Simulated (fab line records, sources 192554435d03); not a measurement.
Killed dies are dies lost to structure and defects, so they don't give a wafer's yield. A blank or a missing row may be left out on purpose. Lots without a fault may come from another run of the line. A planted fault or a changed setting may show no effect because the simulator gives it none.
Chamber matching | flow n5_finfet | N5_BEOL_M11_CURE_72 on uv_cure-02: 3 sister chambers
The step cures SiCOH lowk, time 120 s. 39 wafers are shown with their chamber, then 12 later ones without.

WAFERS WITH THEIR CHAMBER
wafer  | chamber | wafer_temp_C_max | lamp_power_pct (%)
L074.1 | 1       | 372.0            | 52.34
L074.4 | 1       | 372.1            | 52.31
L074.5 | 1       | 371.6            | 52.31
L074.2 | 1       | 372.5            | 52.35
L074.3 | 1       | 372.6            | 52.35
L074.6 | 1       | 372.3            | 52.38
L075.1 | 0       | 371.6            | 52.33
L075.2 | 0       | 371.2            | 52.35
L075.3 | 0       | 371.8            | 52.34
L075.4 | 0       | 371.1            | 52.32
L075.5 | 0       | 371.2            | 52.28
L075.6 | 0       | 371.0            | 52.35
L077.1 | 0       | 371.6            | 52.27
L077.2 | 0       | 371.7            | 52.35
L077.4 | 0       | 371.3            | 52.25
L077.3 | 0       | 371.6            | 52.27
L077.5 | 0       | 371.3            | 52.32
L077.6 | 0       | 371.4            | 52.26
L082.3 | 1       | 372.9            | 52.34
L082.4 | 1       | 372.2            | 52.29
L082.5 | 1       | 372.3            | 52.28
L083.2 | 2       | 370.9            | 52.23
L083.5 | 2       | 371.1            | 52.25
L083.6 | 2       | 370.6            | 52.28
L084.2 | 2       | 371.7            | 52.37
L084.3 | 2       | 371.3            | 52.23
L084.6 | 2       | 371.1            | 52.36
L086.1 | 2       | 371.3            | 52.33
L086.3 | 2       | 371.2            | 52.31
L086.5 | 2       | 371.3            | 52.27
L085.1 | 2       | 371.0            | 52.25
L085.3 | 2       | 370.6            | 52.31
L085.4 | 2       | 371.5            | 52.39
L085.2 | 2       | 370.9            | 52.38
L085.5 | 2       | 371.8            | 52.30
L085.6 | 2       | 371.0            | 52.34
L091.2 | 1       | 372.2            | 52.37
L091.3 | 1       | 371.7            | 52.33
L091.6 | 1       | 373.5            | 52.34

SIGNATURES (means of the wafers above)
reading          | chamber 0 | chamber 1 | chamber 2 | scatter within a chamber
wafer_temp_C_max | 371.400   | 372.325   | 371.153   | 0.385
lamp_power_pct   | 52.3075   | 52.3325   | 52.3067   | 0.0433
Rule: a wafer's distance from a chamber is the root of the sum, over the readings, of the square of ((its reading less the chamber's mean) divided by the reading's scatter). The wafer belongs to the nearest chamber; if the next one is less than 2 further off, it can't be placed. The scatter: the root of (the sum of the squares of (reading less its chamber's mean) over the shown wafers, divided by (wafers less chambers)).

WAFERS WITHOUT THEIR CHAMBER
wafer  | wafer_temp_C_max | lamp_power_pct (%)
L093.1 | 371.0            | 52.35
L093.2 | 371.0            | 52.21
L093.5 | 370.7            | 52.31
L093.3 | 370.9            | 52.32
L093.4 | 370.6            | 52.39
L093.6 | 370.7            | 52.23
L095.2 | 371.6            | 52.29
L095.3 | 371.4            | 52.32
L095.4 | 371.5            | 52.19
L096.2 | 372.5            | 52.38
L096.4 | 372.4            | 52.31
L096.6 | 372.0            | 52.40

WHICH CHAMBER EACH WENT THROUGH
wafer  | from the rows above          | in truth
L093.1 | can't be placed: 2 or 0      | 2
L093.2 | can't be placed: 2 or 0      | 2
L093.5 | can't be placed: 2 or 0      | 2
L093.3 | can't be placed: 2 or 0      | 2
L093.4 | can't be placed: 2 or 0      | 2
L093.6 | can't be placed: 2 or 0      | 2
L095.2 | can't be placed: 0 or 2 or 1 | 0
L095.3 | can't be placed: 0 or 2      | 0
L095.4 | can't be placed: 0 or 2 or 1 | 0
L096.2 | 1                            | 1
L096.4 | 1                            | 1
L096.6 | can't be placed: 1 or 0 or 2 | 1
Placed correctly: 2 of 12. Can't be placed from these rows: 10 (the true chamber is among the candidates in 10). Placed wrongly: 0.
